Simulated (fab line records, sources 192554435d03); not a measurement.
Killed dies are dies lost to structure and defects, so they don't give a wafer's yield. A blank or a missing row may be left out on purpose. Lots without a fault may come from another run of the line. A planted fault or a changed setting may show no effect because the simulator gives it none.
Split-lot experiment | flow n5_finfet | 7 lots, 39 wafers read, on a route of 1938 steps

THE SPLIT
At N5_DUMMY_GATE_ETCH_32 (etches SiO2 in CF4, target depth 3.5 nm, time 3.9 s), the setting time_s was moved away from the recipe's 3.9 s on 15 of the 39 wafers read, by -18.5% to +10.8%. The other wafers ran this setting at the recipe's value.

The reading is taken at the split's own step.

THE READING
etch.depth_nm (the simulator's own value, which no gauge read), in nm, at N5_DUMMY_GATE_ETCH_32 (etches SiO2 in CF4, target depth 3.5 nm, time 3.9 s). The file gives no usual value for it. The 24 wafers here that ran the recipe average 3.475 nm, standard deviation 0.1 nm.

wafer  | tool, chamber at the split | time_s as run, s | against the recipe | etch.depth_nm, nm | against lot-mates on the recipe
L074.1 | rie_si-02, 0               | 3.9              | recipe             | 3.424             | -
L074.2 | rie_si-02, 2               | 4.321            | +10.8%             | 4.059             | +0.524
L074.3 | rie_si-02, 1               | 3.9              | recipe             | 3.493             | -
L074.4 | rie_si-02, 3               | 4.321            | +10.8%             | 3.664             | +0.129
L074.5 | rie_si-02, 2               | 3.9              | recipe             | 3.688             | -
L074.6 | rie_si-02, 3               | 4.321            | +10.8%             | 3.68              | +0.145
L081.1 | rie_si-04, 2               | 3.9              | recipe             | 3.593             | -
L081.2 | rie_si-04, 1               | 3.507            | -10.1%             | 3.087             | -0.414
L081.3 | rie_si-04, 3               | 3.507            | -10.1%             | 3.256             | -0.245
L081.4 | rie_si-04, 0               | 3.9              | recipe             | 3.46              | -
L081.5 | rie_si-04, 1               | 3.507            | -10.1%             | 3.063             | -0.438
L081.6 | rie_si-04, 0               | 3.9              | recipe             | 3.45              | -
L085.1 | rie_si-02, 0               | 3.9              | recipe             | 3.437             | -
L085.2 | rie_si-02, 2               | 3.9              | recipe             | 3.654             | -
L085.3 | rie_si-02, 1               | 3.9              | recipe             | 3.508             | -
L085.4 | rie_si-02, 3               | 3.9              | recipe             | 3.335             | -
L085.5 | rie_si-02, 1               | 3.9              | recipe             | 3.475             | -
L085.6 | rie_si-02, 0               | 3.9              | recipe             | 3.417             | -
L089.1 | rie_si-02, 3               | 3.9              | recipe             | 3.295             | -
L089.2 | rie_si-02, 0               | 3.9              | recipe             | 3.43              | -
L089.3 | rie_si-02, 1               | 3.228            | -17.2%             | 2.887             | -0.487
L089.4 | rie_si-02, 0               | 3.9              | recipe             | 3.396             | -
L089.5 | rie_si-02, 1               | 3.228            | -17.2%             | 2.883             | -0.491
L089.6 | rie_si-02, 3               | 3.228            | -17.2%             | 2.743             | -0.631
L090.2 | rie_si-02, 0               | 3.9              | recipe             | 3.382             | -
L090.3 | rie_si-02, 2               | 3.9              | recipe             | 3.613             | -
L090.4 | rie_si-02, 1               | 3.9              | recipe             | 3.452             | -
L094.1 | rie_si-04, 2               | 3.9              | recipe             | 3.575             | -
L094.2 | rie_si-04, 1               | 3.9              | recipe             | 3.417             | -
L094.3 | rie_si-04, 3               | 3.177            | -18.5%             | 2.905             | -0.564
L094.4 | rie_si-04, 0               | 3.177            | -18.5%             | 2.801             | -0.668
L094.5 | rie_si-04, 0               | 3.9              | recipe             | 3.416             | -
L094.6 | rie_si-04, 1               | 3.177            | -18.5%             | 2.783             | -0.686
L095.1 | rie_si-02, 0               | 3.9              | recipe             | 3.412             | -
L095.2 | rie_si-02, 2               | 3.9              | recipe             | 3.664             | -
L095.3 | rie_si-02, 1               | 3.59             | -7.9%              | 3.169             | -0.330
L095.4 | rie_si-02, 3               | 3.59             | -7.9%              | 3.032             | -0.467
L095.5 | rie_si-02, 3               | 3.59             | -7.9%              | 3.016             | -0.483
L095.6 | rie_si-02, 0               | 3.9              | recipe             | 3.422             | -

THE FIT
A straight line over all 39 wafers: etch.depth_nm changes by +0.0352 nm for each +1% of time_s; r = +0.93; the points scatter about the line by 0.11 nm.
The same after taking each lot's own level away (the mean of its wafers on the recipe; 39 wafers): +0.0326 nm for each +1%; r = +0.92; scatter 0.11 nm.
On that fit, the largest move of time_s shifts the reading by 0.6 nm.
The lots' own levels span 3.3737 to 3.5350 nm, that is 1.6 times the standard deviation above.
So the lot-to-lot level changes the slope little: the two slopes agree.
Check: with one of the wafers moved furthest among these (-18.5%) left out of the fit, the line predicts -0.636 nm for it against its lot-mates. It came out at -0.564 nm against them.

OTHER SPLITS ON THESE WAFERS
These wafers also went through other splits before the reading. Each is held against what the fit with the lots' levels taken away leaves over:
other split on the same wafers  | wafers away from the commonest value | r with etch.depth_nm (lot level and that fit taken away)
N5_DUMMY_GATE_EXPOSE_12 dose_mj | 12                                   | -0.16

THE FILE'S OWN FIT
etch.depth_nm changes by +0.0337 nm for each +1% of time_s, r = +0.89.
